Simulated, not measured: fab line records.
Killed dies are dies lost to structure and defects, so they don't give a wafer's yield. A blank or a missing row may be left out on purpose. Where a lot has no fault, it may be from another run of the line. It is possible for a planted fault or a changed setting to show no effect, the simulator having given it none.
Chamber matching / flow nand-harc / NHARC_A_BLC_DESCUM_15 on rie-diel-06: 4 sister chambers
The step chemistry O2, time 3 s. 18 wafers are shown with their chamber, then 9 later ones without.

EACH WAFER AND ITS CHAMBER
wafer=L079.1; chamber=0; showerhead-plenum-p-Torr (Torr)=1.99; drypump-motor-current-A (A)=6.5; oes-product-au (a.u.)=0.992
wafer=L079.3; chamber=3; showerhead-plenum-p-Torr (Torr)=1.97; drypump-motor-current-A (A)=6.4; oes-product-au (a.u.)=0.993
wafer=L079.4; chamber=2; showerhead-plenum-p-Torr (Torr)=2.00; drypump-motor-current-A (A)=5.5; oes-product-au (a.u.)=0.988
wafer=L077.1; chamber=1; showerhead-plenum-p-Torr (Torr)=1.82; drypump-motor-current-A (A)=6.3; oes-product-au (a.u.)=1.000
wafer=L077.5; chamber=0; showerhead-plenum-p-Torr (Torr)=1.99; drypump-motor-current-A (A)=6.6; oes-product-au (a.u.)=0.986
wafer=L077.6; chamber=1; showerhead-plenum-p-Torr (Torr)=1.82; drypump-motor-current-A (A)=6.3; oes-product-au (a.u.)=0.996
wafer=L082.1; chamber=3; showerhead-plenum-p-Torr (Torr)=1.97; drypump-motor-current-A (A)=6.4; oes-product-au (a.u.)=0.993
wafer=L082.2; chamber=1; showerhead-plenum-p-Torr (Torr)=1.82; drypump-motor-current-A (A)=6.3; oes-product-au (a.u.)=1.003
wafer=L082.3; chamber=0; showerhead-plenum-p-Torr (Torr)=1.98; drypump-motor-current-A (A)=6.6; oes-product-au (a.u.)=0.987
wafer=L088.4; chamber=2; showerhead-plenum-p-Torr (Torr)=2.00; drypump-motor-current-A (A)=5.5; oes-product-au (a.u.)=1.008
wafer=L088.5; chamber=3; showerhead-plenum-p-Torr (Torr)=1.97; drypump-motor-current-A (A)=6.4; oes-product-au (a.u.)=1.005
wafer=L088.6; chamber=2; showerhead-plenum-p-Torr (Torr)=2.00; drypump-motor-current-A (A)=5.5; oes-product-au (a.u.)=1.009
wafer=L089.1; chamber=3; showerhead-plenum-p-Torr (Torr)=1.97; drypump-motor-current-A (A)=6.4; oes-product-au (a.u.)=1.005
wafer=L089.2; chamber=1; showerhead-plenum-p-Torr (Torr)=1.81; drypump-motor-current-A (A)=6.3; oes-product-au (a.u.)=1.016
wafer=L089.5; chamber=3; showerhead-plenum-p-Torr (Torr)=1.97; drypump-motor-current-A (A)=6.4; oes-product-au (a.u.)=1.004
wafer=L091.2; chamber=0; showerhead-plenum-p-Torr (Torr)=1.98; drypump-motor-current-A (A)=6.6; oes-product-au (a.u.)=0.988
wafer=L091.3; chamber=3; showerhead-plenum-p-Torr (Torr)=1.97; drypump-motor-current-A (A)=6.4; oes-product-au (a.u.)=0.988
wafer=L091.6; chamber=1; showerhead-plenum-p-Torr (Torr)=1.81; drypump-motor-current-A (A)=6.4; oes-product-au (a.u.)=0.997

SIGNATURES (means of the wafers above)
reading=showerhead-plenum-p-Torr; chamber 0=1.9850; chamber 1=1.8160; chamber 2=2.0000; chamber 3=1.9700; scatter within a chamber=0.00396
reading=drypump-motor-current-A; chamber 0=6.575; chamber 1=6.320; chamber 2=5.500; chamber 3=6.400; scatter within a chamber=0.0333
reading=oes-product-au; chamber 0=0.98825; chamber 1=1.00240; chamber 2=1.00167; chamber 3=0.99800; scatter within a chamber=0.00778
Rule: distance of a wafer from a chamber = root of the sum over the readings of ((wafer's reading minus chamber's mean) / reading's scatter) squared. The wafer belongs to the nearest chamber; if the next one is less than 2 further off, it can't be placed. The scatter is the square root of a quotient: the sum, over the shown wafers, of each reading's squared deviation from its chamber's mean, divided by wafers minus chambers.

WAFERS MISSING THEIR CHAMBER
wafer=L093.3; showerhead-plenum-p-Torr (Torr)=1.98; drypump-motor-current-A (A)=6.6; oes-product-au (a.u.)=0.982
wafer=L093.5; showerhead-plenum-p-Torr (Torr)=1.97; drypump-motor-current-A (A)=6.4; oes-product-au (a.u.)=1.005
wafer=L093.6; showerhead-plenum-p-Torr (Torr)=1.98; drypump-motor-current-A (A)=6.6; oes-product-au (a.u.)=0.988
wafer=L092.1; showerhead-plenum-p-Torr (Torr)=2.00; drypump-motor-current-A (A)=5.5; oes-product-au (a.u.)=0.991
wafer=L092.3; showerhead-plenum-p-Torr (Torr)=1.97; drypump-motor-current-A (A)=6.4; oes-product-au (a.u.)=0.990
wafer=L092.4; showerhead-plenum-p-Torr (Torr)=1.98; drypump-motor-current-A (A)=6.6; oes-product-au (a.u.)=0.990
wafer=L095.3; showerhead-plenum-p-Torr (Torr)=2.00; drypump-motor-current-A (A)=5.5; oes-product-au (a.u.)=0.994
wafer=L095.5; showerhead-plenum-p-Torr (Torr)=1.98; drypump-motor-current-A (A)=6.6; oes-product-au (a.u.)=0.988
wafer=L095.6; showerhead-plenum-p-Torr (Torr)=1.97; drypump-motor-current-A (A)=6.4; oes-product-au (a.u.)=0.990

WHICH CHAMBER EACH ONE RAN IN
wafer=L093.3; from the rows above=0; in truth=0
wafer=L093.5; from the rows above=3; in truth=3
wafer=L093.6; from the rows above=0; in truth=0
wafer=L092.1; from the rows above=2; in truth=2
wafer=L092.3; from the rows above=3; in truth=3
wafer=L092.4; from the rows above=0; in truth=0
wafer=L095.3; from the rows above=2; in truth=2
wafer=L095.5; from the rows above=0; in truth=0
wafer=L095.6; from the rows above=3; in truth=3
Placed correctly: 9 of 9. From these rows, 0 cannot be placed. 0 placed wrongly.
